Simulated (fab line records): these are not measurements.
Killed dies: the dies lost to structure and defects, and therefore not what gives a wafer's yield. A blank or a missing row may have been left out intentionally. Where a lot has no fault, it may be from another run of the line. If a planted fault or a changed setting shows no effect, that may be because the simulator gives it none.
The tool behind it: which one? -- flow n5_finfet -- 11 lots, 32 wafers sampled, at 2 steps of a route of 1938

== WHAT EACH GAUGE READ, for each wafer ==
N5_BEOL_M6_CD_MEAS_28 targets a cd of 40 nm. Usual: cd_nm 40.03 nm, standard deviation 0.23.
lot,measured,on,cd_nm (nm),flag
L762,day 9 20:10,cd_sem-02,39.90 39.99 40.08,
L767,day 12 16:22,cd_sem-03,39.98 39.88 39.80,
L768,day 12 23:04,cd_sem-02,39.84 40.06 40.28,
L769,day 13 06:55,cd_sem-01,39.90 40.12,
L776,day 14 16:58,cd_sem-02,40.39 39.67 39.85,
L777,day 14 20:25,cd_sem-02,39.76 40.49 39.92,
L779,day 15 21:19,cd_sem-02,40.03 40.42 39.93,
L781,day 15 21:36,cd_sem-01,39.72 39.86 40.28,
L780,day 16 00:46,cd_sem-01,39.97 40.15 40.13,
L782,day 16 04:34,cd_sem-03,39.91 40.45 39.96,
L783,day 16 06:46,cd_sem-02,40.12 39.87 40.12,

== WHICH TOOL RAN EACH LOT (tool, then ch and the chambers of the sampled wafers, then the start) ==
lot,N5_BEOL_M6_STRIP_67
L762,"rie_diel-03 ch 0,1,3, day 9 18:51"
L767,"rie_diel-03 ch 0,2, day 12 14:16"
L768,"rie_diel-01 ch 0,1,3, day 12 21:31"
L769,"rie_diel-05 ch 1,2, day 13 04:07"
L776,"rie_diel-05 ch 1,2, day 14 15:51"
L777,"rie_diel-05 ch 0,2, day 14 18:37"
L779,"rie_diel-01 ch 0,2,3, day 15 20:31"
L781,"rie_diel-01 ch 0,2, day 15 20:50"
L780,"rie_diel-05 ch 0,2,3, day 16 00:14"
L782,"rie_diel-03 ch 1,2,3, day 16 00:40"
L783,"rie_diel-03 ch 0,3, day 16 06:00"
- N5_BEOL_M6_STRIP_67: strips in CF4.

== WHAT THE TOOLS THEMSELVES READ (means of the sampled wafers that have a number; where no wafer has one, the mark that the record gives instead) ==
N5_BEOL_M6_STRIP_67. Usual: drypump_motor_current_A 5.8 A, standard deviation 0.48; oes_product_au 0.81 a.u., standard deviation 0.078; power_w 299.8 W, standard deviation 0.82; rf_vpp_V 270.8 V, standard deviation 1.5; showerhead_plenum_p_Torr 1.78 Torr, standard deviation 0.059; throttle_valve_pct 13.59 %, standard deviation 0.23.
lot,tool,drypump_motor_current_A (A),oes_product_au (a.u.),power_w (W),rf_vpp_V (V),showerhead_plenum_p_Torr (Torr),throttle_valve_pct (%),flag
L762,rie_diel-03,6.0,0.79,298.8,271.2,1.80,13.70,
L767,rie_diel-03,6.2,0.80,300.0,270.9,1.77,13.67,
L768,rie_diel-01,5.9,0.76,299.8,270.0,1.70,13.54,
L769,rie_diel-05,6.0,0.80,298.9,271.1,1.81,13.66,
L776,rie_diel-05,6.0,0.81,299.8,270.7,1.79,13.61,
L777,rie_diel-05,5.5,0.77,299.9,271.5,1.83,13.68,
L779,rie_diel-01,5.6,0.81,299.7,269.4,1.72,13.58,
L781,rie_diel-01,5.9,0.81,299.5,270.1,1.75,13.65,
L780,rie_diel-05,5.5,0.78,299.1,271.0,1.81,13.60,
L782,rie_diel-03,6.3,0.83,299.6,271.7,1.82,13.62,
L783,rie_diel-03,5.9,0.82,299.5,270.6,1.77,13.69,

== THE ANSWER, worked out from the rows above alone ==
Rule: lot off if the mean of its wafers having a number is beyond 3 standard deviations from the usual mean. A lot without any number at a reading at which 4 lots or more have one is off too. Where the step has rows for the other lots, those lots are counted as sound. The gauges are gone through in route order, then the tools' own readings, and for those a lot's mean is taken as printed above. The first step at which some lot is off is used, and at that step the reading that is off furthest; a lot without a number counts as furthest.
None of the lots is off at any reading shown; this tells nothing.

== WHAT THE SIMULATOR PUT IN ==
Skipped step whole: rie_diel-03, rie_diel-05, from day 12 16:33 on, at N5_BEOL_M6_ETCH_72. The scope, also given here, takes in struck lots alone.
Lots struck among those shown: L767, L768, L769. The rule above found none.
